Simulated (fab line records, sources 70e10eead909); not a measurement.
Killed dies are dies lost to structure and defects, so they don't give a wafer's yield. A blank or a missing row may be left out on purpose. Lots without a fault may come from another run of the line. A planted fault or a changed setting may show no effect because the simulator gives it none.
fab line records | flow nand_harc
record lots=7 wafers=19 last_day=25
route steps=1159 shown A_CONTACT@848 END@1159
lots that met no fault: from a run of the same line without faults
start_h: hours from the record's first day to the start of the lot's first wafer shown | wait_h: hours since the lot's step before | " the same as in the row above | L1.1+2: a row that stands for several wafers | - no value, or no start given | * or withheld: withheld | < > ~ a bound
route shown NAME@n: a module of which the file shows steps, and the number in the route of the first | usual: mean/standard deviation of fault-free wafers | same: alike in all rows | chamber/n: place in a boat | sites: the reading at each site | _std_site: their standard deviation | _edge_site: outer sites' mean less inner sites' | radius_mm: how far each site lies from the wafer's centre | mask NAME#n: copy n | behind: the tool/chamber that last shaped the wafer | hold: why the lot was held/for how many hours/how that ended | device: the transistor (n, p or np) that didn't switch | end of line: the same wafers' tests at the end of the route | a step without rows: its recipe alone | killed: dies lost to structure and defects at the first sort, not the wafer's yield | map: a wafer's dies, x killed, . not, _ none there
set.NAME: the setting as run; set.NAME@STEP: as run at that earlier step | model.NAME: the simulator's own value behind a step, which no gauge read
lots at some steps of the route; a table a step, a row a wafer
services: from which hour (start_h, from the record's first day; less than 0 if before it) a tool's chamber was out of use, for how many hours, and why
## steps
# step NHARC_A_CONTACT_COAT_36
# recipe spin_rpm=1500 resist_thk_nm=90
# step NHARC_A_CONTACT_SOFTBAKE_37
# recipe temp_c=105 time_s=55
# step NHARC_A_CONTACT_EBR_38
# step NHARC_A_CONTACT_EXPOSE_39
# recipe na=1.35 sigma_outer=0.8 dose_mj=58.79 mask_id=A_CC_3
# step NHARC_A_CONTACT_PEB_40
# recipe peb_temp_c=100 peb_time_s=65
# step NHARC_A_CONTACT_DEVELOP_41
# recipe develop_time_s=35 dev_temp_c=23
# step NHARC_A_CONTACT_CD_MEAS_42
# recipe target_cd_nm=200 landing_energy_ev=500
# usual cd_nm=200.5/0.63
# columns lot.wafer tool chamber start_h wait_h cd_nm
L902.1 cd_sem-03 0 425.28 - 201.4
L902.2 " 0 " " 201.2
L902.6 " 0 " " 200.1
L905.1 cd_sem-01 0 438.95 - 201.3
L905.4 " 0 " " 201.1
L905.6 " 0 " " 201.8
L904.4 cd_sem-01 0 448.54 - 200.4
L904.5 " 0 " " 200.9
L904.6 " 0 " " 200.9
L912.1 cd_sem-03 0 472.57 - 200.6
L912.4 " 0 " " 200.9
L911.1 cd_sem-03 0 473.23 - 199.7
L911.4 " 0 " " 200.2
L916.3 cd_sem-02 0 502.48 - 200.3
L916.4 " 0 " " 200.1
L916.5 " 0 " " 201.4
L915.1 cd_sem-02 0 521.45 - 199.6
L915.3 " 0 " " 199.7
L915.6 " 0 " " 199.8
# step NHARC_A_CONTACT_OVL_MEAS_43
# usual overlay_x_nm=0.1/0.97 overlay_y_nm=0.0/0.89
# columns lot.wafer tool chamber start_h wait_h overlay_x_nm overlay_y_nm
L902.1 overlay-01 - 425.37 - 0.2 -0.6
L902.2 " - " " 0.1 -0.5
L902.6 " - " " 0.0 -0.6
L905.1 overlay-02 - 439.04 - 2.1 -0.1
L905.4 " - " " 2.3 0.3
L905.6 " - " " 2.1 -0.3
L904.4 overlay-01 - 448.62 - -0.3 -0.3
L904.5 " - " " -1.2 -0.6
L904.6 " - " " -0.5 -0.7
L912.1 overlay-02 - 472.66 - 0.0 0.0
L912.4 " - " " -0.2 -0.1
L911.1 overlay-01 - 473.32 - 1.2 1.0
L911.4 " - " " 0.8 1.2
L916.3 overlay-01 - 502.56 - -0.6 -0.8
L916.4 " - " " -1.1 -1.4
L916.5 " - " " -1.2 -1.1
L915.1 overlay-01 - 521.54 - -0.6 -0.1
L915.3 " - " " -0.8 0.2
L915.6 " - " " -1.0 0.9
# step NHARC_A_CONTACT_INSPECT_44
# usual raw_defect_count=28/13
# columns lot.wafer tool chamber start_h wait_h raw_defect_count
L902.1 defect_inspect-01 - 425.41 0.0 48
L902.2 " - " " 52
L902.6 " - " " 31
L905.1 defect_inspect-01 - 439.08 0.0 14
L905.4 " - " " 13
L905.6 " - " " 17
L904.4 defect_inspect-01 - 448.66 0.0 25
L904.5 " - " " 21
L904.6 " - " " 28
L912.1 defect_inspect-01 - 472.70 0.0 9
L912.4 " - " " 20
L911.1 defect_inspect-01 - 473.36 0.0 45
L911.4 " - " " 53
L916.3 defect_inspect-01 - 502.60 0.0 11
L916.4 " - " " 11
L916.5 " - " " 11
L915.1 defect_inspect-01 - 521.58 0.0 32
L915.3 " - " " 43
L915.6 " - " " 24
# step NHARC_A_CONTACT_DESCUM_47
# recipe time_s=3 o2_flow_sccm=200 ar_flow_sccm=0 bias_power_w=0 chemistry=O2
# usual drypump_motor_current_A=5.9/0.46 o2_flow_sccm=200.1/0.58 oes_product_au=1.001/0.011 rf_vpp_V=57.7/0.86 showerhead_plenum_p_Torr=1.89/0.092 throttle_valve_pct=11.312/0.0089
# columns lot.wafer tool chamber start_h wait_h drypump_motor_current_A o2_flow_sccm oes_product_au rf_hours_counter_h rf_vpp_V showerhead_plenum_p_Torr throttle_valve_pct
L902.1 rie_diel-04 0 425.47 0.1 5.7 200.7 0.999 47 56.9 1.95 11.313
L902.2 " 2 " " 5.6 199.7 1.001 37 58.6 2.04 11.313
L902.6 " 0 " " 5.7 200.3 0.999 - 58.7 1.95 11.307
L905.1 rie_diel-06 2 439.27 0.2 5.7 200.7 1.000 4 55.5 1.79 11.306
L905.4 " 0 " " 5.6 201.2 1.008 4 58.0 2.08 11.306
L905.6 " 2 " " 5.7 200.3 0.994 - 58.2 1.79 11.318
L904.4 rie_diel-06 2 448.76 0.1 5.7 199.5 0.985 10 57.3 1.78 11.303
L904.5 " 0 " " 5.6 200.9 1.005 - 59.0 2.07 11.316
L904.6 " 1 " " 6.2 199.6 0.993 - 58.1 1.79 11.318
L912.4 rie_diel-06 1 472.88 0.2 6.3 199.9 0.984 20 57.4 1.78 11.308
L912.1 " 3 " " 5.7 200.0 1.009 20 57.3 1.96 11.301
L911.1 rie_diel-06 0 473.58 0.2 5.6 200.9 0.999 21 58.4 2.07 11.320
L911.4 " 1 " " 6.3 200.2 0.990 21 58.3 1.78 11.319
L916.3 rie_diel-08 3 502.66 0.1 6.2 199.8 0.997 2 57.9 1.82 11.324
L916.4 " 0 " " 6.2 199.7 1.008 2 57.6 1.84 11.295
L916.5 " 0 " " 6.3 200.1 1.001 - 57.5 1.84 11.314
L915.3 rie_diel-08 2 521.65 0.1 4.9 200.0 1.013 5 58.9 2.02 11.299
L915.1 " 0 " " 6.3 199.7 1.011 6 58.1 1.84 11.301
L915.6 " 1 " " 6.1 199.5 1.007 - 57.3 1.86 11.301
# step NHARC_A_CONTACT_ETCH_48
# recipe target_depth_a=390 over_etch_frac=0.3 time_s=65 ion_energy_ev=80 cf4_flow_sccm=150 ar_flow_sccm=0 rf_w=300 bias_w=100 chemistry=CF4
# usual drypump_motor_current_A=5.8/0.48 oes_product_au=1.002/0.011 rf_vpp_V=151.0/1.3 showerhead_plenum_p_Torr=1.75/0.079 throttle_valve_pct=13.284/0.0085
# same over_etch_frac=0.3
# columns lot.wafer tool chamber start_h wait_h drypump_motor_current_A oes_product_au rf_hours_counter_h rf_vpp_V showerhead_plenum_p_Torr throttle_valve_pct
L902.2 rie_diel-04 0 425.57 0.1 5.7 0.993 47 151.5 1.80 13.283
L902.1 " 1 " " 5.5 0.989 45 150.8 1.73 13.278
L902.6 " 2 " " 5.6 1.002 - 152.1 1.88 13.276
L905.4 rie_diel-06 3 439.35 0.1 5.7 1.013 4 151.9 1.81 13.290
L905.1 " 1 " " 6.2 1.005 3 149.9 1.66 13.275
L905.6 " 3 " " 5.7 1.011 - 152.5 1.81 13.279
L904.4 rie_diel-06 2 448.84 0.1 5.7 0.991 10 150.8 1.66 13.277
L904.6 " 1 " " 6.2 1.013 - 149.9 1.66 13.273
L904.5 " 2 " " 5.7 0.994 - 148.4 1.66 13.281
L912.4 rie_diel-06 1 473.09 0.2 6.2 0.995 20 149.3 1.66 13.279
L912.1 " 3 " " 5.7 0.998 21 151.4 1.81 13.287
L911.4 rie_diel-06 1 473.70 0.1 6.2 0.991 21 149.3 1.66 13.264
L911.1 " 0 " " 5.6 1.004 21 153.8 1.90 13.269
L916.4 rie_diel-08 0 502.76 0.1 6.3 1.012 2 150.0 1.70 13.291
L916.3 " 1 " " 6.1 0.998 1 151.2 1.72 13.290
L916.5 " 2 " " 4.9 1.001 - 152.9 1.86 13.292
L915.3 rie_diel-08 0 521.74 0.1 6.3 1.007 6 151.1 1.70 13.279
L915.1 " 1 " " 6.2 0.995 4 150.9 1.72 13.289
L915.6 " 3 " " 6.2 1.005 - 149.2 1.69 13.282
# step NHARC_A_CONTACT_ETCH_49
# recipe target_depth_a=2600 over_etch_frac=0.3 time_s=475.3 ion_energy_ev=200 n2_flow_sccm=150 h2_flow_sccm=150 ar_flow_sccm=0 rf_w=400 bias_w=150 chemistry=N2/H2
# usual drypump_motor_current_A=5.8/0.49 oes_product_au=1.001/0.011 rf_vpp_V=429.8/2.9 showerhead_plenum_p_Torr=2.02/0.1 throttle_valve_pct=14.171/0.0094
# same over_etch_frac=0.3
# columns lot.wafer tool chamber start_h wait_h drypump_motor_current_A oes_product_au rf_hours_counter_h rf_vpp_V showerhead_plenum_p_Torr throttle_valve_pct
L902.2 rie_diel-04 2 - - 5.6 0.994 38 434.4 2.18 14.174
L902.1 " 0 " " 5.7 0.985 47 432.8 2.08 14.186
L902.6 " 1 " " 5.5 0.996 - 427.5 2.00 14.186
L905.4 rie_diel-06 2 - - 5.7 0.990 4 426.4 1.90 14.174
L905.1 " 0 " " 5.6 1.012 4 436.1 2.22 14.177
L905.6 " 1 " " 6.2 1.000 - 425.9 1.90 14.178
L904.4 rie_diel-06 3 - - 5.8 0.998 9 431.0 2.09 14.181
L904.6 " 1 " " 6.2 1.003 - 426.3 1.90 14.161
L904.5 " 2 " " 5.7 0.983 - 425.8 1.90 14.167
L912.4 rie_diel-06 1 - - 6.2 0.999 20 426.3 1.90 14.162
L912.1 " 3 " " 5.8 1.003 21 430.5 2.09 14.181
L911.4 rie_diel-06 2 - - 5.7 0.993 22 425.7 1.89 14.170
L911.1 " 0 " " 5.6 1.001 21 434.3 2.21 14.161
L916.4 rie_diel-08 2 - - 4.9 1.011 1 432.7 2.16 14.167
L916.3 " 0 " " 6.3 1.011 2 428.5 1.96 14.172
L916.5 " 3 " " 6.2 1.010 - 427.6 1.93 14.177
L915.1 rie_diel-08 1 - - 6.2 0.995 4 429.1 1.98 14.166
L915.3 " 3 " " 6.2 0.999 6 426.9 1.93 14.173
L915.6 " 1 " " 6.1 0.995 - 429.9 1.98 14.158
# step NHARC_A_CONTACT_ETCH_50
# recipe target_depth_a=847 time_s=42.4 cf4_flow_sccm=100 chf3_flow_sccm=30 ar_flow_sccm=0 rf_w=500 bias_w=200 chemistry=CF4/CHF3
# usual drypump_motor_current_A=5.8/0.47 oes_product_au=0.955/0.02 rf_vpp_V=370.1/2.5 showerhead_plenum_p_Torr=1.56/0.071 throttle_valve_pct=16.803/0.0086
# columns lot.wafer tool chamber start_h wait_h drypump_motor_current_A oes_product_au rf_hours_counter_h rf_vpp_V showerhead_plenum_p_Torr throttle_valve_pct
L902.2 rie_diel-04 1 426.68 - 5.5 0.934 46 367.4 1.54 16.806
L902.1 " 2 " " 5.6 0.923 38 373.0 1.67 16.802
L902.6 " 1 " " 5.5 0.934 - 369.8 1.54 16.804
L905.4 rie_diel-06 0 439.79 - 5.6 0.984 4 374.7 1.70 16.803
L905.1 " 3 " " 5.8 0.982 4 373.6 1.61 16.799
L905.6 " 0 " " 5.6 0.996 - 374.4 1.70 16.802
L904.4 rie_diel-06 0 449.27 - 5.6 0.838 8 375.4 1.70 16.794
L904.6 " 3 " " 5.7 0.974 - 372.3 1.61 16.789
L904.5 " 0 " " 5.6 0.962 - 373.7 1.70 16.798
L912.1 rie_diel-06 2 473.62 - 5.7 0.931 21 366.4 1.47 16.785
L912.4 " 0 " " 5.6 0.831 21 374.2 1.69 16.811
L911.1 rie_diel-06 0 474.48 - 5.6 0.930 21 374.3 1.69 16.807
L911.4 " 2 " " 5.7 0.828 22 367.1 1.47 16.813
L916.3 rie_diel-08 1 503.22 - 6.1 0.974 2 369.6 1.53 16.803
L916.4 " 2 " " 4.9 0.982 1 371.9 1.66 16.795
L916.5 " 0 " " 6.3 0.961 - 370.5 1.52 16.784
L915.3 rie_diel-08 3 522.17 - 6.2 0.963 6 370.0 1.50 16.804
L915.1 " 0 " " 6.3 0.981 6 368.4 1.51 16.795
L915.6 " 2 " " 4.9 0.964 - 372.5 1.66 16.793
# step NHARC_A_CONTACT_ETCH_51
# recipe target_depth_a=36000 over_etch_frac=0.3 time_s=936 ion_energy_ev=150 o2_flow_sccm=400 cos_flow_sccm=20 ar_flow_sccm=0 rf_w=500 bias_w=300 chemistry=O2/COS
# usual drypump_motor_current_A=5.9/0.47 o2_flow_sccm=400.1/1.2 oes_product_au=1.001/0.011 rf_vpp_V=313.6/2.1 showerhead_plenum_p_Torr=3.08/0.14 throttle_valve_pct=28.329/0.0095
# same over_etch_frac=0.3
# columns lot.wafer tool chamber start_h wait_h drypump_motor_current_A o2_flow_sccm oes_product_au rf_hours_counter_h rf_vpp_V showerhead_plenum_p_Torr throttle_valve_pct
L902.2 rie_diel-04 2 - - 5.6 399.8 1.003 38 317.0 3.32 28.335
L902.1 " 1 " " 5.5 402.1 1.004 46 313.1 3.06 28.318
L902.6 " 2 " " 5.6 399.7 0.997 - 317.8 3.32 28.339
L905.4 rie_diel-06 1 - - 6.2 399.4 1.003 4 310.6 2.93 28.336
L905.1 " 0 " " 5.6 399.6 1.009 4 316.9 3.37 28.320
L905.6 " 2 " " 5.7 398.3 0.995 - 312.6 2.93 28.321
L904.4 rie_diel-06 2 - - 5.7 399.1 0.990 10 310.2 2.92 28.320
L904.5 " 2 " " 5.7 400.2 0.993 - 310.2 2.92 28.333
L904.6 " 3 " " 5.8 399.9 0.998 - 315.3 3.19 28.324
L912.1 rie_diel-06 2 - - 5.7 400.7 0.998 21 312.0 2.92 28.337
L912.4 " 0 " " 5.6 402.0 1.006 21 316.3 3.36 28.325
L911.4 rie_diel-06 1 - - 6.2 399.4 0.994 22 311.1 2.92 28.323
L911.1 " 2 " " 5.7 402.1 0.988 22 312.9 2.92 28.327
L916.4 rie_diel-08 0 - - 6.3 398.8 1.007 2 312.8 3.01 28.346
L916.3 " 2 " " 4.9 402.5 1.010 2 316.9 3.29 28.338
L916.5 " 0 " " 6.3 399.9 1.016 - 312.7 3.01 28.329
L915.3 rie_diel-08 3 - - 6.2 399.4 1.012 6 311.7 2.97 28.320
L915.1 " 0 " " 6.3 401.3 1.012 7 312.2 3.00 28.334
L915.6 " 2 " " 4.9 399.1 1.007 - 315.9 3.28 28.326
# step NHARC_END_SORT_01
# recipe temp_c=25
# usual killed_at_array=28/11 killed_at_other=0.7/1.1 killed_at_periphery=2.9/2 killed_dies=32/11 killed_open=3.2/1.8 killed_short=2.0/1.4
# same gross_dies=677
# columns lot.wafer tool chamber start_h wait_h killed_at_array killed_at_other killed_at_periphery killed_dies killed_open killed_short
L904.4 prober-02 0 520.14 3.4 107 0 6 113 2 0
L912.4 prober-01 0 550.29 3.4 77 1 1 79 2 1
L911.4 prober-02 0 550.34 3.4 186 0 1 187 1 1
# killed by level:class
L904.4 A_CONTACT:area_etch=83 A_SLIT:chamber_film_flake=10 A_CHANNEL_HOLE_D1:chamber_film_flake=4 A_CONTACT:chamber_film_flake=4 P_GATE:chamber_film_flake=3 A_ZERO_WELL:chamber_film_flake=2 A_CONTACT:geometric_particle:open=1 A_M0:geometric_particle:open=1
L912.4 A_CONTACT:area_etch=62 A_STAIRCASE:chamber_film_flake=6 A_CHANNEL_HOLE_D1:chamber_film_flake=3 A_CONTACT:chamber_film_flake=2 P_M1:geometric_particle:short=1 A_STAIRCASE:geometric_particle:open=1 A_SGD_CUT:geometric_particle:open=1 A_WL_FILL:chamber_film_flake=1
L911.4 A_CONTACT:area_etch=140 A_CHANNEL_HOLE_D1:chamber_film_flake=23 A_SLIT:chamber_film_flake=12 A_CONTACT:chamber_film_flake=8 A_STAIRCASE:chamber_film_flake=2 P_CONTACT:geometric_particle:open=1 A_ONON_D1:geometric_particle:short=1
# map L904.4 (x killed, . not)
____________.____________
_________xxxx..._________
_______x..x......._______
______....x.x......______
_____xx.xxx........x_____
____xxxx...........x.____
____......x......xx.x____
___xx....x.........x.x___
___..x.....x......x...___
__x..x...x........x...x__
__xx...x............x..__
_xx.x..................._
_x.x...............x...._
_x..x...xx.............._
_xx................x...._
_..x...................x_
x........................
..xx...................xx
x..x..x..................
xx....................x..
xxx......................
_.x..x.................._
_.x....................._
_x........x.....x......._
_x..x..x..........x....._
_.....x..x.x............_
__xx.............xx..x.__
__xx.....x.............__
___x......x........x.x___
___x.........x....x..x___
____xx.x.............____
____x................____
_____.x...x.....x..._____
______....x.x.x...x______
_______..xx......._______
_________x...x.._________
____________.____________
# map L911.4 (x killed, . not)
____________.____________
_________......._________
_______..........._______
______.............______
_____..............._____
____.....x.........x.____
____.............x.xx____
___..............x..x.___
___........x......xxxx___
__.......x.xx....x.x.xx__
__......xx.x.....xx..xx__
_.........x.xx.....x...._
_....x..x...x......x.x.._
_...x.......x.xxx......._
_......x....x...x......._
_..x.xx....x.x.xxx......_
.....x.......x.x..x......
...........xxxxxx.x..x...
...x.xx...x..xx.xxxx.x...
x.....x..xx.x..xx.x......
.....x.x.....x..x.x......
_.....xxx.x.xx..x..x...._
_...x...xxxx.xxxxxx.x..._
_..........xxxxx.......x_
_....x.xxxxxx.x.x......x_
_......x.x.x.x..x.xx...._
__xx...x.x..xxx.x..xx..__
__.......xxxxx.x......x__
___...xx..xxxxxxx.....___
___.....x..x.xxxx.....___
____x....x.xxxx....x.____
____....xx.xx.x.x....____
_____xxx...xx.x.x..._____
______..xx...x.....______
_______....x....x._______
_________......._________
____________.____________
## services
# columns tool chamber start_h hours kind
rie_diel-04 3 419.08 20.6 repair
rie_diel-06 - 419.80 9.0 pm
rie_diel-06 0 419.80 9.0 vent_cycle
rie_diel-06 1 419.80 9.0 vent_cycle
rie_diel-06 2 419.80 9.0 vent_cycle
rie_diel-06 3 419.80 9.0 vent_cycle
rie_diel-06 0 428.80 - clean
rie_diel-06 0 428.80 - consumable_replace:focus_ring
rie_diel-06 0 428.80 - consumable_replace:showerhead
rie_diel-06 1 428.80 - clean
rie_diel-06 2 428.80 - clean
rie_diel-06 3 428.80 - clean
rie_diel-06 0 453.42 - clean
rie_diel-06 1 453.42 - clean
rie_diel-06 2 453.42 - clean
rie_diel-06 3 453.42 - clean
rie_diel-04 - 466.31 9.0 pm
rie_diel-06 1 467.15 1.4 repair
rie_diel-06 0 477.96 - clean
rie_diel-06 1 477.96 - clean
rie_diel-08 - 478.86 9.0 pm
rie_diel-06 1 498.91 4.0 repair
rie_diel-08 - 504.61 0.9 repair
rie_diel-08 1 510.47 3.5 repair
## key
first_sign step=NHARC_A_CONTACT_ETCH_50 reading=oes_product_au direction=down sigmas=6 usual=0.955 struck=0.833
effect step=NHARC_END_SORT_01 reading=killed_at_array direction=up sigmas=8.6 usual=28 struck=123
more_kills_born_at NHARC_A_CONTACT_ETCH_50@rie_diel-06=285
met_at NHARC_A_CONTACT_ETCH_50
struck_wafers L904.4,L911.4,L912.4
tester_left_out L904,L911,L912
onset_between 439.79 449.27
fault kind=process_parameter_drift tool=rie_diel-06 chamber=- onset_h=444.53 steps=NHARC_A_CONTACT_ETCH_50 channel=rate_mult offset=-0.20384 shape=step end_h=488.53 scope=struck_wafers_only
# tester_left_out: of these lots the tester's yield and bins aren't shown, on N5 and GAA mostly nor the transistor test; their killed dies are dies lost to structure and defects alone, not to doping, threshold or leakage, so they don't give the yield
